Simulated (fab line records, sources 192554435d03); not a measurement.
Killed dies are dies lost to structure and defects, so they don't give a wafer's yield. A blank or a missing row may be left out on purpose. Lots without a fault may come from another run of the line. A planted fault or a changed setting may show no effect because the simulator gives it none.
fab line records | flow n5_finfet
record lots=7 wafers=21
route steps=1938 shown BEOL_M9@1431 BEOL_M11@1536 BEOL_M12@1625 BEOL_M14@1718
start_h: hours from the record's first day to the start of the lot's first wafer shown | wait_h: hours since the lot's step before | " the same as in the row above | L1.1+2: a row that stands for several wafers | - no value, or no start given | * or withheld: withheld | < > ~ a bound
route shown NAME@n: a module of which the file shows steps, and the number in the route of the first | usual: mean/standard deviation of fault-free wafers | same: alike in all rows | chamber/n: place in a boat | sites: the reading at each site | _std_site: their standard deviation | _edge_site: outer sites' mean less inner sites' | radius_mm: how far each site lies from the wafer's centre | mask NAME#n: copy n | behind: the tool/chamber that last shaped the wafer | hold: why the lot was held/for how many hours/how that ended | device: the transistor (n, p or np) that didn't switch | end of line: the same wafers' tests at the end of the route | a step without rows: its recipe alone | killed: dies lost to structure and defects at the first sort, not the wafer's yield | map: a wafer's dies, x killed, . not, _ none there
set.NAME: the setting as run; set.NAME@STEP: as run at that earlier step | model.NAME: the simulator's own value behind a step, which no gauge read
lots whose settings were changed on purpose; a table a step, a row a wafer
## steps
# step N5_BEOL_M9_EXPOSE_25
# recipe mask_id=V8 na=0.33 source_shape=annular sigma_inner=0.4 sigma_outer=0.8 polarization=unpolarized dose_mj=37.25
# columns lot.wafer tool chamber start_h wait_h mask set.dose_mj
L077.1 euv_scanner-01 0 223.48 - V8#0 37.25
L077.3+5 " 0 " " V8#0 39.7
L082.1+5 euv_scanner-02 0 256.16 - V8#0 34.81
L082.3 " 0 " " V8#0 37.25
L087.2+5 euv_scanner-01 0 298.57 - V8#0 34.51
L087.3 " 0 " " V8#0 37.25
L092.3+6 euv_scanner-01 0 309.65 - V8#0 38.37
L092.4 " 0 " " V8#0 37.25
L094.1+3+4 euv_scanner-02 0 332.63 - V8#0 37.25
L095.1+2 euv_scanner-02 0 355.59 - V8#0 37.25
L095.3 " 0 " " V8#0 37.96
L097.3+4 euv_scanner-02 0 362.77 - V8#0 39.25
L097.6 " 0 " " V8#0 37.25
# step N5_BEOL_M9_PEB_26
# recipe peb_temp_c=100 peb_time_s=60 resist=CAR-EUV
# step N5_BEOL_M9_DEVELOP_27
# recipe develop_time_s=30 developer=TMAH resist=CAR-EUV rinse_liquid=surfactant_rinse dry=air_spin dev_temp_c=23
# step N5_BEOL_M9_CD_MEAS_28
# recipe target_cd_nm=70 landing_energy_ev=500 detector=se_inlens polarity=opening
# usual cd_nm=69.99/0.26
# columns lot.wafer tool chamber start_h wait_h set.dose_mj@BEOL_M9_EXPOSE_25 cd_nm
L077.1 cd_sem-02 0 223.61 - 37.25 69.95
L077.3 " 0 " " 39.7 71.17
L077.5 " 0 " " 39.7 70.92
L082.1 cd_sem-03 0 256.29 - 34.81 68.33
L082.3 " 0 " " 37.25 69.75
L082.5 " 0 " " 34.81 68.69
L087.2 cd_sem-02 0 298.70 - 34.51 68.06
L087.3 " 0 " " 37.25 69.29
L087.5 " 0 " " 34.51 67.79
L092.3 cd_sem-01 0 309.77 - 38.37 70.31
L092.4 " 0 " " 37.25 69.68
L092.6 " 0 " " 38.37 70.61
L094.1 cd_sem-02 0 332.76 - 37.25 70.21
L094.3 " 0 " " 37.25 70.11
L094.4 " 0 " " 37.25 69.59
L095.1 cd_sem-03 0 355.72 - 37.25 70.53
L095.2 " 0 " " 37.25 70.31
L095.3 " 0 " " 37.96 70.39
L097.3 cd_sem-02 0 362.88 - 39.25 71.57
L097.4 " 0 " " 39.25 70.96
L097.6 " 0 " " 37.25 69.76
# step N5_BEOL_M11_ILD_DEP_00
# recipe material=SiCOH_lowk target_thk_a=3085.1 temp_c=300 precursor=DEMS/porogen pressure_torr=5 rf_w=500 time_s=58
# columns lot.wafer tool chamber start_h wait_h set.time_s model.SiCOH_lowk_of_BEOL_M11_ILD_DEP_00.thk_nm
L077.1 pecvd-04 2 235.79 0.0 62.17 331.4
L077.3 " 0 " " 58 305
L077.5 " 1 " " 58 309.8
L082.1 pecvd-03 2 267.29 0.0 62.25 329.6
L082.3 " 0 " " 62.25 327.2
L082.5 " 2 " " 62.25 335.4
L087.2 pecvd-03 1 314.64 0.0 58 306.8
L087.3 " 0 " " 58 307.8
L087.5 " 0 " " 58 312.4
L092.3 pecvd-03 1 327.23 0.0 53.67 285.4
L092.4 " 2 " " 58 315.4
L092.6 " 1 " " 58 316.8
L094.1 pecvd-02 1 345.02 0.0 58 301
L094.3 " 0 " " 58 304.4
L094.4 " 2 " " 58 309.4
L095.1 pecvd-02 0 366.79 0.0 58 308.6
L095.2 " 1 " " 52.28 278.8
L095.3 " 2 " " 58 308.8
L097.3 pecvd-03 2 374.41 0.0 58 308.8
L097.4 " 0 " " 65 348.6
L097.6 " 1 " " 65 346
# step N5_BEOL_M11_CURE_71
# recipe temp_c=385 time_s=240 ambient=He/Ar material=SiCOH_lowk
# columns lot.wafer tool chamber start_h wait_h set.time_s@BEOL_M11_ILD_DEP_00 model.SiCOH_lowk_of_BEOL_M11_ILD_DEP_00.thk_nm
L077.1 uv_cure-02 1 236.70 0.9 62.17 288.2
L077.3 " 1 " " 58 265
L077.5 " 1 " " 58 269.2
L082.1 uv_cure-01 2 267.37 0.0 62.25 286.8
L082.3 " 2 " " 62.25 284.6
L082.5 " 2 " " 62.25 291.8
L087.2 uv_cure-03 0 314.80 0.1 58 266.6
L087.3 " 0 " " 58 267.4
L087.5 " 0 " " 58 271.6
L092.3 uv_cure-01 2 327.63 0.4 53.67 247.6
L092.4 " 2 " " 58 274
L092.6 " 2 " " 58 275.2
L094.1 uv_cure-01 1 345.10 0.0 58 261.4
L094.3 " 1 " " 58 264.2
L094.4 " 1 " " 58 268.8
L095.1 uv_cure-03 1 368.79 2.0 58 268
L095.2 " 1 " " 52.28 241.8
L095.3 " 1 " " 58 268.2
L097.3 uv_cure-03 1 374.65 0.2 58 268.2
L097.4 " 1 " " 65 303.6
L097.6 " 1 " " 65 301.2
# step N5_BEOL_M11_THK_MEAS_01
# recipe reads=SiCOH_lowk_of_BEOL_M11_ILD_DEP_00
# usual M11_ILD_THK=269/3.4
# columns lot.wafer tool chamber start_h wait_h set.time_s@BEOL_M11_ILD_DEP_00 M11_ILD_THK[nm]
L077.1 film_metro-02 - 237.22 0.4 62.17 288
L077.3 " - " " 58 265
L077.5 " - " " 58 269
L082.1 film_metro-01 - 267.88 0.4 62.25 287
L082.3 " - " " 62.25 284
L082.5 " - " " 62.25 292
L087.2 film_metro-02 - 315.23 0.4 58 267
L087.3 " - " " 58 267
L087.5 " - " " 58 272
L092.3 film_metro-02 - 328.30 0.5 53.67 248
L092.4 " - " " 58 274
L092.6 " - " " 58 275
L094.1 film_metro-01 - 346.09 0.8 58 261
L094.3 " - " " 58 264
L094.4 " - " " 58 269
L095.1 film_metro-02 - 369.30 0.4 58 268
L095.2 " - " " 52.28 242
L095.3 " - " " 58 268
L097.3 film_metro-01 - 375.00 0.3 58 268
L097.4 " - " " 65 304
L097.6 " - " " 65 301
# step N5_BEOL_M11_COAT_05
# recipe resist=CAR-ArF spin_rpm=1500 resist_thk_nm=90
# columns lot.wafer tool chamber start_h wait_h set.spin_rpm model.CAR-ArF_of_BEOL_M11_COAT_05.thk_nm
L077.1 litho_track-02 0 - - 1500 90
L077.3 " 0 " " 1500 89.8
L077.5 " 0 " " 1453 91.4
L082.1+5 litho_track-02 0 - - 1332 95.4
L082.3 " 0 " " 1500 89.8
L087.2+5 litho_track-02 0 - - 1659 85.8
L087.3 " 0 " " 1500 90.4
L092.3 litho_track-04 0 - - 1587 87.8
L092.4 " 0 " " 1500 90.4
L092.6 " 0 " " 1587 87.6
L094.1 litho_track-04 0 - - 1500 90.4
L094.3+4 " 0 " " 1500 90.2
L095.1+3 litho_track-04 0 - - 1500 90.2
L095.2 " 0 " " 1500 90.6
L097.3 litho_track-04 0 - - 1500 90
L097.4 " 0 " " 1551 88.8
L097.6 " 0 " " 1500 90.2
# step N5_BEOL_M11_EBR_07
# recipe solvent=PGMEA ebr_width_mm=1.5
# step N5_BEOL_M11_SOFTBAKE_06
# recipe temp_c=110 time_s=60 resist=CAR-ArF
# step N5_BEOL_M11_EXPOSE_08
# recipe mask_id=M11 na=1.35 source_shape=dipole sigma_inner=0.411 sigma_outer=0.611 polarization=te dose_mj=53.75
# step N5_BEOL_M11_PEB_09
# recipe peb_temp_c=withheld peb_time_s=60 resist=CAR-ArF
# step N5_BEOL_M11_DEVELOP_10
# recipe develop_time_s=30 developer=TMAH resist=CAR-ArF rinse_liquid=diw dry=air_spin dev_temp_c=23
# columns lot.wafer tool chamber start_h wait_h set.spin_rpm@BEOL_M11_COAT_05 model.CAR-ArF_of_BEOL_M11_COAT_05.thk_nm
L077.1 litho_track-02 0 - - 1500 88.2
L077.3 " 0 " " 1500 88
L077.5 " 0 " " 1453 89.8
L082.1 litho_track-04 0 - - 1332 93.8
L082.3 " 0 " " 1500 88
L082.5 " 0 " " 1332 93.6
L087.2+5 litho_track-03 0 - - 1659 84
L087.3 " 0 " " 1500 88.8
L092.3 litho_track-02 0 - - 1587 86
L092.4 " 0 " " 1500 88.6
L092.6 " 0 " " 1587 85.8
L094.1 litho_track-02 0 - - 1500 88.8
L094.3 " 0 " " 1500 88.4
L094.4 " 0 " " 1500 88.6
L095.1 litho_track-04 0 - - 1500 88.6
L095.2 " 0 " " 1500 89
L095.3 " 0 " " 1500 88.4
L097.3+6 litho_track-03 0 - - 1500 88.4
L097.4 " 0 " " 1551 87.2
# step N5_BEOL_M11_TRENCH_ETCH_37
# recipe chemistry=C4F6/O2 target_depth_a=1488.3 target=SiCOH_lowk time_s=48 ion_energy_ev=250 pressure_mtorr=30 source_w=345 bias_w=185 Ar_flow_sccm=300 C4F6_flow_sccm=10 O2_flow_sccm=10
# usual rf_vpp_V=667/5.6
# columns lot.wafer tool chamber start_h wait_h set.source_w rf_vpp_V
L077.1 rie_diel-02 0 - - 345 659
L077.3 " 2 " " 345 667
L077.5 " 3 " " 324.3 687
L082.1 rie_diel-02 0 - - 345 658
L082.3 " 3 " " 298.9 717
L082.5 " 2 " " 345 665
L087.2 rie_diel-05 1 - - 362.2 648
L087.3 " 0 " " 345 660
L087.5 " 0 " " 345 661
L092.3 rie_diel-05 1 - - 345 663
L092.4 " 3 " " 345 669
L092.6 " 3 " " 345 668
L094.1 rie_diel-05 0 - - 345 658
L094.3 " 1 " " 345 664
L094.4 " 3 " " 345 667
L095.1 rie_diel-02 3 - - 345 666
L095.2 " 1 " " 345 665
L095.3 " 2 " " 345 665
L097.3 rie_diel-05 2 - - 345 672
L097.4 " 1 " " 325.1 684
L097.6 " 2 " " 345 673
# step N5_BEOL_M11_ETCH_41
# recipe chemistry=CH3F/O2 target=SiCN target_depth_a=426 taper_deg=2 time_s=86 ion_energy_ev=120 mask_material=TiN pressure_mtorr=30 source_w=395 bias_w=75 Ar_flow_sccm=150 CH3F_flow_sccm=30 O2_flow_sccm=20
# columns lot.wafer tool chamber start_h wait_h set.time_s model.etch.depth_nm
L077.1 rie_diel-02 0 - - 86 32.87
L077.3 " 2 " " 97.28 38.26
L077.5 " 3 " " 86 32.67
L082.1 rie_diel-02 0 - - 94.61 36.21
L082.3 " 3 " " 86 32.52
L082.5 " 2 " " 86 33.74
L087.2 rie_diel-05 1 - - 86 32.3
L087.3 " 0 " " 91.78 35.41
L087.5 " 0 " " 86 33.35
L092.3 rie_diel-05 1 - - 86 32.65
L092.4 " 3 " " 86 32.88
L092.6 " 3 " " 70.73 27.12
L094.1 rie_diel-05 0 - - 86 33.31
L094.3 " 1 " " 86 32.71
L094.4 " 3 " " 86 32.76
L095.1 rie_diel-02 3 - - 68.66 25.73
L095.2 " 1 " " 68.66 26.27
L095.3 " 2 " " 68.66 26.55
L097.3 rie_diel-05 2 - - 99.45 37.54
L097.4 " 1 " " 86 32.5
L097.6 " 2 " " 86 32.47
# step N5_BEOL_M12_COAT_22
# recipe spin_rpm=2888 resist_thk_nm=300
# columns lot.wafer tool chamber start_h wait_h set.spin_rpm model.coat_of_BEOL_M12_COAT_22.thk_nm
L077.1 litho_track-05 0 - - 2888 300.6
L077.3 " 0 " " 2888 300.2
L077.5 " 0 " " 2888 301.2
L082.1 litho_track-01 0 - - 2888 299.6
L082.3 " 0 " " 2888 300.4
L082.5 " 0 " " 2888 298.6
L087.2 litho_track-05 0 - - 2888 300.2
L087.3 " 0 " " 2888 301.6
L087.5 " 0 " " 2983 295.6
L092.3 litho_track-01 0 - - 2888 299.8
L092.4 " 0 " " 3156 286.8
L092.6 " 0 " " 2888 300.8
L094.1 litho_track-05 0 - - 2888 301.8
L094.3 " 0 " " 2888 300.8
L094.4 " 0 " " 2888 301.6
L095.1 litho_track-01 0 - - 2888 298.8
L095.2 " 0 " " 2888 298.4
L095.3 " 0 " " 2888 298
L097.3 litho_track-02 0 - - 2888 299.6
L097.4 " 0 " " 2888 299
L097.6 " 0 " " 2888 299.8
# step N5_BEOL_M12_ETCH_68
# recipe chemistry=N2/H2 target=SOC mask_material=SiARC source_w=3000 bias_w=350 temp_c=40 time_s=285 ion_energy_ev=200 pressure_mtorr=30 n2_flow_sccm=200 h2_flow_sccm=200
# columns lot.wafer tool chamber start_h wait_h set.time_s model.SiARC_of_BEOL_M12_COAT_66.thk_nm
L077.1 rie_diel-06 3 247.16 0.1 285 86.8
L077.3 " 0 " " 247.8 89.2
L077.5 " 0 " " 285 86.4
L082.1 rie_diel-04 3 278.47 0.1 285 85.2
L082.3+5 " 0 " " 285 86
L087.2 rie_diel-06 1 327.75 0.1 318.2 82.6
L087.3 " 2 " " 285 85.2
L087.5 " 1 " " 285 85.6
L092.3 rie_diel-06 3 339.42 0.1 224.2 91
L092.4 " 1 " " 285 86.4
L092.6 " 3 " " 285 85.8
L094.1 rie_diel-03 2 354.41 0.1 285 85.6
L094.3 " 0 " " 285 86
L094.4 " 3 " " 285 85.8
L095.1 rie_diel-06 1 378.43 0.1 285 86.2
L095.2 " 2 " " 330.2 81.6
L095.3 " 3 " " 285 85.4
L097.3 rie_diel-03 3 384.93 0.1 285 85.2
L097.4 " 2 " " 285 85.8
L097.6 " 3 " " 285 85.4
# step N5_BEOL_M14_COAT_58
# recipe resist=BARC temp_c=205 time_s=60 spin_rpm=1500 resist_thk_nm=89
# columns lot.wafer tool chamber start_h wait_h set.spin_rpm model.BARC_of_BEOL_M14_COAT_58.thk_nm
L077.1 litho_track-02 0 256.24 0.0 1500 89
L077.3+5 " 0 " " 1500 88.8
L082.1 litho_track-05 0 285.96 0.0 1580 86.6
L082.3 " 0 " " 1500 89.2
L082.5 " 0 " " 1500 88.8
L087.2+5 litho_track-03 0 340.34 0.0 1456 90.4
L087.3 " 0 " " 1500 89.2
L092.3 litho_track-02 0 352.19 0.0 1500 88.8
L092.4+6 " 0 " " 1500 89
L094.1 litho_track-02 0 369.56 0.0 1500 89
L094.3+4 " 0 " " 1500 89.4
L095.1+2 litho_track-05 0 390.66 0.0 1500 89
L095.3 " 0 " " 1548 87.4
L097.3 litho_track-05 0 404.06 0.0 1500 89
L097.4 " 0 " " 1433 91
L097.6 " 0 " " 1500 88.6
# step N5_BEOL_M14_EXPOSE_07
# recipe mask_id=V13 na=0.8 source_shape=annular sigma_inner=0.5 sigma_outer=0.8 polarization=unpolarized attpsm_phase_deg=180 dose_mj=57
# columns lot.wafer tool chamber start_h wait_h mask set.dose_mj
L077.1 krf_scanner-02 0 256.34 - V13#0 54.28
L077.3+5 " 0 " " V13#0 57
L082.1+3+5 krf_scanner-01 0 286.19 - V13#0 57
L087.2+3+5 krf_scanner-01 0 340.57 - V13#0 57
L092.3+4+6 krf_scanner-01 0 352.43 - V13#0 57
L094.1+3+4 krf_scanner-01 0 369.66 - V13#0 57
L095.1 krf_scanner-02 0 390.76 - V13#0 57
L095.2+3 " 0 " " V13#0 59.87
L097.3 krf_scanner-02 0 404.30 - V13#0 61.01
L097.4+6 " 0 " " V13#0 57
# step N5_BEOL_M14_PEB_08
# recipe peb_temp_c=130 peb_time_s=90
# step N5_BEOL_M14_DEVELOP_09
# recipe develop_time_s=45 rinse_liquid=diw dry=air_spin dev_temp_c=21
# step N5_BEOL_M14_HARDBAKE_14
# recipe temp_c=130 time_s=120
# step N5_BEOL_M14_CD_MEAS_10
# recipe target_cd_nm=250 landing_energy_ev=500 detector=se_inlens polarity=opening
# usual cd_nm=250.7/1.6
# columns lot.wafer tool chamber start_h wait_h set.dose_mj@BEOL_M14_EXPOSE_07 cd_nm
L077.1 cd_sem-02 0 256.52 - 54.28 242.2
L077.3 " 0 " " 57 248.0
L077.5 " 0 " " 57 248.9
L082.1 cd_sem-01 0 286.36 - 57 249.9
L082.3 " 0 " " 57 250.1
L082.5 " 0 " " 57 249.1
L087.2 cd_sem-02 0 340.74 - 57 250.8
L087.3 " 0 " " 57 250.2
L087.5 " 0 " " 57 250.3
L092.3 cd_sem-02 0 352.60 - 57 248.7
L092.4 " 0 " " 57 249.6
L092.6 " 0 " " 57 249.5
L094.1 cd_sem-03 0 369.83 - 57 249.9
L094.3 " 0 " " 57 249.6
L094.4 " 0 " " 57 250.3
L095.1 cd_sem-03 0 390.94 - 57 251.7
L095.2 " 0 " " 59.87 260.6
L095.3 " 0 " " 59.87 260.0
L097.3 cd_sem-03 0 404.47 - 61.01 263.0
L097.4 " 0 " " 57 251.2
L097.6 " 0 " " 57 251.5
# step N5_BEOL_M14_DESCUM_15
# recipe chemistry=O2 time_s=7.9 source_power_w=50 bias_power_w=20 pressure_mtorr=20 rf_frequency_hz=2.712e+07 temp_c=40 o2_flow_sccm=225
# step N5_BEOL_M14_ETCH_59
# recipe chemistry=N2/H2 target=BARC target_depth_a=890 overetch_a=267 time_s=67.9 ion_energy_ev=200 pressure_mtorr=30 source_w=840 bias_w=150 n2_flow_sccm=200 h2_flow_sccm=200
# columns lot.wafer tool chamber start_h wait_h set.spin_rpm@BEOL_M14_COAT_58 model.etch.depth_nm
L077.1 rie_diel-06 3 256.72 0.0 1500 89.04
L077.3 " 2 " " 1500 88.9
L077.5 " 1 " " 1500 88.72
L082.1 rie_diel-06 1 286.49 0.0 1580 86.68
L082.3 " 2 " " 1500 89.23
L082.5 " 2 " " 1500 88.8
L087.2 rie_diel-03 1 340.93 0.0 1456 90.43
L087.3 " 2 " " 1500 89.12
L087.5 " 2 " " 1456 90.42
L092.3 rie_diel-03 0 352.72 0.0 1500 88.86
L092.4 " 2 " " 1500 88.93
L092.6 " 3 " " 1500 88.98
L094.1 rie_diel-04 2 369.96 0.0 1500 88.9
L094.3 " 3 " " 1500 89.31
L094.4 " 1 " " 1500 89.38
L095.1 rie_diel-06 0 391.13 0.0 1500 88.98
L095.2 " 3 " " 1500 89.05
L095.3 " 2 " " 1548 87.49
L097.3 rie_diel-06 3 404.59 0.0 1500 88.93
L097.4 " 1 " " 1433 90.93
L097.6 " 1 " " 1500 88.59
# step N5_BEOL_M14_VIA_ETCH_16
# recipe chemistry=C4F8/O2/Ar target=SiO2 he_inner_torr=15 he_outer_torr=30 target_depth_a=12313 time_s=withheld ion_energy_ev=800 pressure_mtorr=20 source_w=1905 bias_w=2040 Ar_flow_sccm=400 C4F8_flow_sccm=16 O2_flow_sccm=12 ends=cleared
# step N5_BEOL_M14_STRIP_63
# recipe chemistry=O2 power_w=600 temp_c=60 pressure_mtorr=30 rf_frequency_hz=6e+07 bias_power_w=0 overash_fraction=0.3 o2_flow_sccm=225
# step N5_BEOL_M14_STRIP_71
# recipe chemistry=post_etch_residue_remover time_s=60 temp_c=25 remover_ph=withheld remover_water_wt_pct=withheld remover_fluoride_wt_pct=withheld
# step N5_BEOL_M14_SRD_72
# recipe time_s=30 temp_c=23 rinse_liquid=diw dry=n2_spin spin_rpm=1500 dry_time_s=30
# step N5_BEOL_M14_CD_MEAS_17
# recipe target_cd_nm=250 polarity=opening
# usual cd_nm=251.0/1.8
# columns lot.wafer tool chamber start_h wait_h set.dose_mj@BEOL_M14_EXPOSE_07 cd_nm
L077.1 cd_sem-01 - 257.12 0.0 54.28 240.5
L077.3 " - " " 57 248.0
L077.5 " - " " 57 249.0
L082.1 cd_sem-01 - 286.89 0.0 57 250.3
L082.3 " - " " 57 249.5
L082.5 " - " " 57 250.0
L087.2 cd_sem-01 - 341.34 0.0 57 251.1
L087.3 " - " " 57 250.2
L087.5 " - " " 57 250.9
L092.3 cd_sem-02 - 353.12 0.0 57 248.2
L092.4 " - " " 57 250.0
L092.6 " - " " 57 250.1
L094.1 cd_sem-01 - 370.36 0.0 57 250.5
L094.3 " - " " 57 250.1
L094.4 " - " " 57 250.8
L095.1 cd_sem-02 - 391.53 0.0 57 251.2
L095.2 " - " " 59.87 259.7
L095.3 " - " " 59.87 259.7
L097.3 cd_sem-02 - 404.99 0.0 61.01 264.4
L097.4 " - " " 57 252.6
L097.6 " - " " 57 253.3
# step N5_BEOL_M14_EXPOSE_25
# recipe mask_id=M14 na=0.8 source_shape=annular sigma_inner=0.5 sigma_outer=0.8 polarization=unpolarized target_cd_nm=280 dose_mj=26.6
# columns lot.wafer tool chamber start_h wait_h mask set.dose_mj
L077.1+3 krf_scanner-02 0 257.28 - M14#0 26.6
L077.5 " 0 " " M14#0 26.08
L082.1+3+5 krf_scanner-01 0 287.04 - M14#0 26.6
L087.2+3+5 krf_scanner-02 0 341.62 - M14#0 26.6
L092.3+6 krf_scanner-01 0 353.28 - M14#0 26.6
L092.4 " 0 " " M14#0 25.9
L094.1+3+4 krf_scanner-01 0 370.52 - M14#0 26.6
L095.1 krf_scanner-01 0 391.81 - M14#0 26.03
L095.2+3 " 0 " " M14#0 26.6
L097.3 krf_scanner-01 0 405.15 - M14#0 26.6
L097.4+6 " 0 " " M14#0 28.07
## key
split step=N5_BEOL_M9_EXPOSE_25 setting=dose_mj stated=37.25 by=wafer
response step=N5_BEOL_M9_CD_MEAS_28 reading=cd_nm change=+0.197 per=1% r=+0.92
split step=N5_BEOL_M11_ILD_DEP_00 setting=time_s stated=58 by=wafer
response step=N5_BEOL_M11_ILD_DEP_00 reading=model.SiCOH_lowk_of_BEOL_M11_ILD_DEP_00.thk_nm change=+3.31 per=1% r=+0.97
response step=N5_BEOL_M11_CURE_71 reading=model.SiCOH_lowk_of_BEOL_M11_ILD_DEP_00.thk_nm change=+2.93 per=1% r=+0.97
response step=N5_BEOL_M11_THK_MEAS_01 reading=M11_ILD_THK change=+2.93 per=1% r=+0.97
split step=N5_BEOL_M11_COAT_05 setting=spin_rpm stated=1500 by=wafer
response step=N5_BEOL_M11_COAT_05 reading=model.CAR-ArF_of_BEOL_M11_COAT_05.thk_nm change=-0.465 per=1% r=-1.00
response step=N5_BEOL_M11_DEVELOP_10 reading=model.CAR-ArF_of_BEOL_M11_COAT_05.thk_nm change=-0.477 per=1% r=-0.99
split step=N5_BEOL_M11_TRENCH_ETCH_37 setting=source_w stated=345 by=wafer
response step=N5_BEOL_M11_TRENCH_ETCH_37 reading=rf_vpp_V change=-3.72 per=1% r=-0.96
split step=N5_BEOL_M11_ETCH_41 setting=time_s stated=86 by=wafer
response step=N5_BEOL_M11_ETCH_41 reading=model.etch.depth_nm change=+0.341 per=1% r=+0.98
split step=N5_BEOL_M12_COAT_22 setting=spin_rpm stated=2888 by=wafer
response step=N5_BEOL_M12_COAT_22 reading=model.coat_of_BEOL_M12_COAT_22.thk_nm change=-1.47 per=1% r=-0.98
split step=N5_BEOL_M12_ETCH_68 setting=time_s stated=285 by=wafer
response step=N5_BEOL_M12_ETCH_68 reading=model.SiARC_of_BEOL_M12_COAT_66.thk_nm change=-0.235 per=1% r=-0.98
split step=N5_BEOL_M14_COAT_58 setting=spin_rpm stated=1500 by=wafer
response step=N5_BEOL_M14_COAT_58 reading=model.BARC_of_BEOL_M14_COAT_58.thk_nm change=-0.465 per=1% r=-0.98
response step=N5_BEOL_M14_ETCH_59 reading=model.etch.depth_nm change=-0.46 per=1% r=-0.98
split step=N5_BEOL_M14_EXPOSE_07 setting=dose_mj stated=57 by=wafer
response step=N5_BEOL_M14_CD_MEAS_10 reading=cd_nm change=+1.59 per=1% r=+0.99
response step=N5_BEOL_M14_CD_MEAS_17 reading=cd_nm change=+1.66 per=1% r=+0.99
split step=N5_BEOL_M14_EXPOSE_25 setting=dose_mj stated=26.6 by=wafer
response none in this file
